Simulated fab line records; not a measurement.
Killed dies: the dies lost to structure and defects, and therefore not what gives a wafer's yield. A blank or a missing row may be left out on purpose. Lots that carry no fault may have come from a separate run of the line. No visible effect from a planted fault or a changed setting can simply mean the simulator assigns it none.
Matching of chambers :: flow n5-finfet :: N5_BEOL_M0_SAQP_ALD_48 on ald-sin-04: 4 sister chambers
The step deposits SiO2, target thk 20 nm, pulse time 1 s, co reactant pulse time 1 s. 8 wafers are shown with their chamber, then 8 later ones without.

## WAFERS PAIRED WITH THEIR CHAMBERS
wafer: L078.5
chamber: 0
heater-power-w (W): 88
precursor-pulse-height-rel: 0.981

wafer: L081.6
chamber: 2
heater-power-w (W): 69
precursor-pulse-height-rel: 1.006

wafer: L084.5
chamber: 1
heater-power-w (W): 71
precursor-pulse-height-rel: 1.025

wafer: L084.6
chamber: 2
heater-power-w (W): 74
precursor-pulse-height-rel: 1.027

wafer: L085.1
chamber: 1
heater-power-w (W): 73
precursor-pulse-height-rel: 0.999

wafer: L085.4
chamber: 3
heater-power-w (W): 83
precursor-pulse-height-rel: 1.006

wafer: L085.6
chamber: 3
heater-power-w (W): 81
precursor-pulse-height-rel: 1.007

wafer: L087.1
chamber: 0
heater-power-w (W): 87
precursor-pulse-height-rel: 0.995

## WAFERS WITHOUT THEIR CHAMBER
wafer: L087.3
heater-power-w (W): 71
precursor-pulse-height-rel: 1.004

wafer: L087.5
heater-power-w (W): 70
precursor-pulse-height-rel: 1.001

wafer: L088.1
heater-power-w (W): 71
precursor-pulse-height-rel: 1.038

wafer: L088.2
heater-power-w (W): 72
precursor-pulse-height-rel: 0.990

wafer: L088.4
heater-power-w (W): 86
precursor-pulse-height-rel: 1.000

wafer: L091.4
heater-power-w (W): 71
precursor-pulse-height-rel: 0.996

wafer: L091.5
heater-power-w (W): 72
precursor-pulse-height-rel: 1.015

wafer: L091.6
heater-power-w (W): 72
precursor-pulse-height-rel: 1.012

## WHICH CHAMBER EACH ONE RAN IN
wafer: L087.3
from the rows above: can't be placed: 1 or 2
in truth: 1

wafer: L087.5
from the rows above: can't be placed: 1 or 2
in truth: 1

wafer: L088.1
from the rows above: can't be placed: 2 or 1
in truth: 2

wafer: L088.2
from the rows above: can't be placed: 1 or 2
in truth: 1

wafer: L088.4
from the rows above: can't be placed: 0 or 3
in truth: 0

wafer: L091.4
from the rows above: can't be placed: 1 or 2
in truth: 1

wafer: L091.5
from the rows above: can't be placed: 1 or 2
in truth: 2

wafer: L091.6
from the rows above: can't be placed: 1 or 2
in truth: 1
Correctly placed: 0 of 8. These rows do not allow placing 8 (true chamber among the candidates in 8). 0 placed wrongly.
How it was worked out, from the rows above alone: a wafer's distance from a chamber is the root of the sum, over the readings, of the square of ((its reading less the chamber's mean) divided by the reading's scatter). If the next closest chamber is less than 2 further off than the closest, the wafer can't be placed; otherwise it belongs to the closest. A chamber's mean is the mean of its shown wafers. The scatter: the root of (the sum of the squares of (reading less its chamber's mean) over the shown wafers, divided by (wafers less chambers)).
